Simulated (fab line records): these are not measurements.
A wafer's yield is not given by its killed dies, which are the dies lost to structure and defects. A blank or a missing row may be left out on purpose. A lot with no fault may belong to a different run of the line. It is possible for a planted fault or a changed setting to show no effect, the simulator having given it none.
Chamber matching -- flow n5 finfet -- cmp-03 running N5_BEOL_M3_CMP_52: 4 sister chambers
The step polishes, stops on SiOC, t overpolish 6.8 s, target thk 40 nm. 4 wafers are shown with their chamber, then 9 later ones without.

== WAFERS WITH THEIR CHAMBER ==
wafer,chamber,motor current A (A)
L084.1,3,5.6
L088.2,1,7.3
L088.3,2,6.1
L088.6,0,5.3

== WAFERS WITHOUT THEIR CHAMBER ==
wafer,motor current A (A)
L092.1,7.6
L092.4,5.2
L092.5,5.0
L090.1,5.5
L090.4,6.9
L090.6,6.5
L097.1,5.3
L097.2,5.4
L097.5,5.4

== WHICH CHAMBER EACH ONE RAN IN ==
wafer,from the rows above,in truth
L092.1,1,1
L092.4,can't be placed: 0 or 3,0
L092.5,can't be placed: 0 or 3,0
L090.1,can't be placed: 3 or 0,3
L090.4,can't be placed: 1 or 2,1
L090.6,can't be placed: 2 or 1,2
L097.1,can't be placed: 0 or 3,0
L097.2,can't be placed: 0 or 3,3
L097.5,can't be placed: 0 or 3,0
Correct placement for 1 of the 9. Not placeable from these rows: 8 (in 8, the candidates include the true chamber). 0 placed wrongly.
How it was worked out, from the rows above alone: a wafer's distance from a chamber is the root of the sum, over the readings, of the square of ((its reading less the chamber's mean) divided by the reading's scatter). If the next closest chamber is less than 2 further off than the closest, the wafer can't be placed; otherwise it belongs to the closest. For every chamber, the mean is computed from those of its wafers that are shown. The scatter: root of mean squared gap, hidden wafer to nearest shown wafer, with one shown wafer a chamber.
